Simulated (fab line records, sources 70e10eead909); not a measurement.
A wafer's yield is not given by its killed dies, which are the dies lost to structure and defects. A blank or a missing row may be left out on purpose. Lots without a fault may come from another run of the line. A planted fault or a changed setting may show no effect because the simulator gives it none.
Check of tool commonality -- flow nand harc -- Sampled: 2 lots, 2 wafers

WHY IT WAS OPENED
Flagged at NHARC_END_SORT_01: reading killed at array, on 2 of 2 lots. No-fault wafers: 24, standard deviation 7.4.
Rule: a lot is flagged when every wafer of it that has a number lies more than 4 standard deviations from that mean, or none has a number. As for the other lots, they are considered sound.

lot,measured,on,"killed at array, wafer by wafer",flag
L683,day 20 17:22,prober-02,99,FLAGGED
L680,day 20 21:04,prober-01,83,FLAGGED
The mean of the flagged lots' numbers is 91, +67 from the usual (+9 standard deviations).

LOT BY LOT: THE TOOL USED
The record holds 5 process steps before the reading, out of a route of 1159 steps. Read each cell as the tool, then ch plus the chambers that the sampled wafers visited, then the start.
lot,flag,NHARC_A_CONTACT_ETCH_127,NHARC_A_CONTACT_ETCH_132,NHARC_A_CONTACT_DEP_85,NHARC_A_CONTACT_DESCUM_13,NHARC_A_CONTACT_ETCH_88
L683,FLAGGED,"har cap etch-03 ch 0, day 17 14:19","har cap etch-03 ch 0, day 17 15:02","pecvd-04 ch 2, day 17 20:13","rie diel-11 ch 2, day 17 23:19","rie diel-11 ch 3, day 17 23:26"
L680,FLAGGED,"har cap etch-03 ch 0, day 17 21:59","har cap etch-03 ch 0, day 17 22:41","pecvd-01 ch 0, day 18 02:55","rie diel-11 ch 1, day 18 06:50","rie diel-11 ch 2, day 18 06:55"
What is done by these steps:
- NHARC_A_CONTACT_ETCH_127: etches the open film in C4F8/O2/Ar, time 155 s, target depth 956 nm.
- NHARC_A_CONTACT_ETCH_132: etches the open film in C4F8/O2/Ar, time 156 s, target depth 958 nm.
- NHARC_A_CONTACT_DEP_85: deposits SiON, target thk 50 nm.
- NHARC_A_CONTACT_DESCUM_13: chemistry O2, time 3 s.
- NHARC_A_CONTACT_ETCH_88: etches the open film in CF4, target depth 39 nm, time 65 s.
- NHARC_END_SORT_01

FLAGGED OVER TOTAL, TOOL BY TOOL (the gauges that took the reading come last)
step,tool,lots run,flagged,share of the flagged lots,sound lots run after its first flagged lot
NHARC_A_CONTACT_ETCH_127,har cap etch-03,2,2,all,0
NHARC_A_CONTACT_ETCH_132,har cap etch-03,2,2,all,0
NHARC_A_CONTACT_DEP_85,pecvd-01,1,1,some,0
NHARC_A_CONTACT_DEP_85,pecvd-04,1,1,some,0
NHARC_A_CONTACT_DESCUM_13,rie diel-11,2,2,all,0
NHARC_A_CONTACT_ETCH_88,rie diel-11,2,2,all,0
NHARC_END_SORT_01,prober-01,1,1,some,0
NHARC_END_SORT_01,prober-02,1,1,some,0

WHAT THE TABLE ALLOWS
4 rows of the table ran every flagged lot: har cap etch-03 at NHARC_A_CONTACT_ETCH_127, har cap etch-03 at NHARC_A_CONTACT_ETCH_132, rie diel-11 at NHARC_A_CONTACT_DESCUM_13, rie diel-11 at NHARC_A_CONTACT_ETCH_88.
- har cap etch-03 at NHARC_A_CONTACT_ETCH_127 ran 2 lots, 2 of them flagged. With no sound lot run before its first flagged lot in this sample, there is nothing to narrow down the start.
- har cap etch-03 at NHARC_A_CONTACT_ETCH_132 ran 2 lots, 2 of them flagged. With no sound lot run before its first flagged lot in this sample, there is nothing to narrow down the start.
- rie diel-11 at NHARC_A_CONTACT_DESCUM_13 ran 2 lots, 2 of them flagged. With no sound lot run before its first flagged lot in this sample, there is nothing to narrow down the start.
- rie diel-11 at NHARC_A_CONTACT_ETCH_88 ran 2 lots, 2 of them flagged. With no sound lot run before its first flagged lot in this sample, there is nothing to narrow down the start.
A lot count leaves these 2 tools indistinguishable: every one of them fits a fault beginning at some hour. More lots, or a look at what each step does to the wafer, might.

WHAT THE SIMULATOR HAD INSERTED
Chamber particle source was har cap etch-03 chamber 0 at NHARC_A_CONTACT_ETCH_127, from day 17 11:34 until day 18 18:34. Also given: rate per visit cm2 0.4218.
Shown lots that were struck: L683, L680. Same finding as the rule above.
